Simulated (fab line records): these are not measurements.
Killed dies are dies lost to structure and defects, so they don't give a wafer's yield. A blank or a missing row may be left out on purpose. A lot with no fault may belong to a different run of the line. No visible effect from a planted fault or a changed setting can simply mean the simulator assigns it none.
The same fault as seen by 2 desks + flow nandHarc + each desk has only its own numbers; what lay behind them comes last

== METROLOGY DESK ==
Means of the sampled wafers that have a number, per lot and without regard to the tool the lot ran on: this is what the gauges read. Marked OUT: a lot whose mean sits more than 4 standard deviations from the usual mean, which makes it out of limits; the brackets give that distance.
Columns: A = thkNm at NHARC_A_M1_THK_MEAS_24, usual 154.2 nm
| lot  | first seen here | A     |
|------|-----------------|-------|
| L797 | day 23 07:03    | 155.3 |
| L799 | day 23 14:44    | 154.9 |
| L798 | day 23 17:56    | 154.4 |
| L801 | day 25 01:41    | 153.1 |
| L803 | day 25 07:34    | 155.9 |
| L804 | day 25 08:31    | 153.7 |
| L806 | day 27 07:20    | 154.9 |
| L811 | day 28 08:38    | 154.3 |
| L809 | day 28 10:16    | 152.2 |
| L819 | day 31 13:05    | 154.3 |
| L817 | day 31 15:49    | 154.3 |
| L818 | day 31 22:52    | 156.3 |
This desk's verdict: no lot among the 12 shows anything out of limits.

== TOOL OWNER'S DESK, rieDiel-10 ==
The tool's own readings at NHARC_P_BONDPAD_ETCH_37 (etches the open film in N2/H2, target depth 60 nm, overetch 18 nm, time 65.91 s): means of the sampled wafers that have a number, for each lot that ran on this tool. Marked OUT: a lot whose mean sits more than 4 standard deviations from the usual mean, which makes it out of limits; the brackets give that distance.
Columns: A = drypumpMotorCurrentA at NHARC_P_BONDPAD_ETCH_37, usual 5.8 A; B = oesProductAu at NHARC_P_BONDPAD_ETCH_37, usual 1.000 a.u.; C = rfFwdPowerW at NHARC_P_BONDPAD_ETCH_37, usual 396.4 W; D = rfVppV at NHARC_P_BONDPAD_ETCH_37, usual 430.6 V; E = showerheadPlenumPTorr at NHARC_P_BONDPAD_ETCH_37, usual 2.04 Torr; F = throttleValvePct at NHARC_P_BONDPAD_ETCH_37, usual 14.172 %
| lot  | first seen here | A   | B     | C     | D     | E    | F      |
|------|-----------------|-----|-------|-------|-------|------|--------|
| L797 | day 6 10:58     | 6.0 | 1.001 | 395.8 | 431.4 | 2.08 | 14.167 |
| L798 | day 7 02:20     | 5.9 | 1.005 | 394.4 | 431.0 | 2.06 | 14.171 |
| L806 | day 10 05:32    | 5.7 | 1.001 | 397.0 | 431.7 | 2.07 | 14.179 |
| L811 | day 12 17:10    | 5.8 | 0.999 | 397.9 | 432.3 | 2.12 | 14.166 |
| L819 | day 15 15:22    | 5.7 | 0.996 | 397.3 | 432.4 | 2.10 | 14.169 |
This desk's verdict: no lot among the 5 shows anything out of limits.

== PUT TOGETHER ==
From the metrology desk's view, nothing was out of limits.
The tool owner's desk saw nothing out of limits.

== WHAT HAD BEEN PUT IN BY THE SIMULATOR ==
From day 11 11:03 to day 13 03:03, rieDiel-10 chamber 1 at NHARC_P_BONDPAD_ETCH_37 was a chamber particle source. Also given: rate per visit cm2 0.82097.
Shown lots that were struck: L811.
